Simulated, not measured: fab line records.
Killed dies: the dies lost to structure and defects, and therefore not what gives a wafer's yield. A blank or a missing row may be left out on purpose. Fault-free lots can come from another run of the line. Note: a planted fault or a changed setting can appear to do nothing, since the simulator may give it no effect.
Matching of chambers ; flow n5-finfet ; N5_BEOL_M11_DESCUM_33 on rie-diel-02 has 4 sister chambers
The step chemistry O2, time 7.9 s. 22 wafers are shown with their chamber, then 11 later ones without.

== EACH WAFER AND ITS CHAMBER ==
wafer;chamber;drypump-motor-current-A (A);throttle-valve-pct (%);showerhead-plenum-p-Torr (Torr)
L074.2;2;5.0;19.96;2.21
L074.3;0;5.2;20.86;2.18
L074.4;3;5.5;20.55;2.16
L075.1;0;5.2;20.87;2.18
L075.2;1;5.6;20.64;2.23
L075.3;3;5.5;20.56;2.16
L075.4;2;5.0;19.98;2.21
L075.5;2;5.0;19.98;2.21
L075.6;1;5.7;20.66;2.23
L076.1;0;5.2;20.85;2.18
L076.3;2;5.0;19.98;2.21
L076.4;1;5.7;20.66;2.23
L082.1;2;5.0;20.01;2.20
L082.2;1;5.7;20.68;2.22
L082.6;1;5.6;20.69;2.22
L086.2;3;5.5;20.58;2.15
L086.3;0;5.2;20.91;2.17
L086.4;1;5.6;20.69;2.22
L087.2;2;5.0;20.00;2.20
L087.4;3;5.5;20.59;2.15
L087.6;3;5.5;20.58;2.15
L090.1;2;5.0;20.01;2.20

SIGNATURES, as means of the wafers listed above
reading;chamber 0;chamber 1;chamber 2;chamber 3;scatter within a chamber
drypump-motor-current-A;5.200;5.650;5.000;5.500;0.0289
throttle-valve-pct;20.8725;20.6700;19.9886;20.5720;0.0201
showerhead-plenum-p-Torr;2.1775;2.2250;2.2057;2.1540;0.00536
Rule: a wafer lies at a distance from a chamber equal to the root of the sum of squares, over the readings, of (its reading less the chamber's mean, divided by the reading's scatter). If the next closest chamber is less than 2 further off than the closest, the wafer can't be placed; otherwise it belongs to the closest. The scatter is the square root of a quotient: the sum, over the shown wafers, of each reading's squared deviation from its chamber's mean, divided by wafers minus chambers.

== WAFERS WITHOUT THEIR CHAMBER ==
wafer;drypump-motor-current-A (A);throttle-valve-pct (%);showerhead-plenum-p-Torr (Torr)
L090.2;5.2;20.89;2.17
L090.3;5.6;20.71;2.22
L090.4;5.5;20.58;2.15
L090.5;5.7;20.71;2.22
L090.6;5.2;20.88;2.17
L094.2;5.0;20.02;2.20
L094.5;5.0;20.00;2.20
L094.6;5.5;20.60;2.15
L091.2;5.2;20.91;2.17
L091.3;5.6;20.72;2.22
L091.4;5.0;20.03;2.20

== CHAMBER TAKEN BY EACH ==
wafer;from the rows above;in truth
L090.2;0;0
L090.3;1;1
L090.4;3;3
L090.5;1;1
L090.6;0;0
L094.2;2;2
L094.5;2;2
L094.6;3;3
L091.2;0;0
L091.3;1;1
L091.4;2;2
Placed correctly: 11 of 11. Not placeable from these rows: 0. 0 placed wrongly.
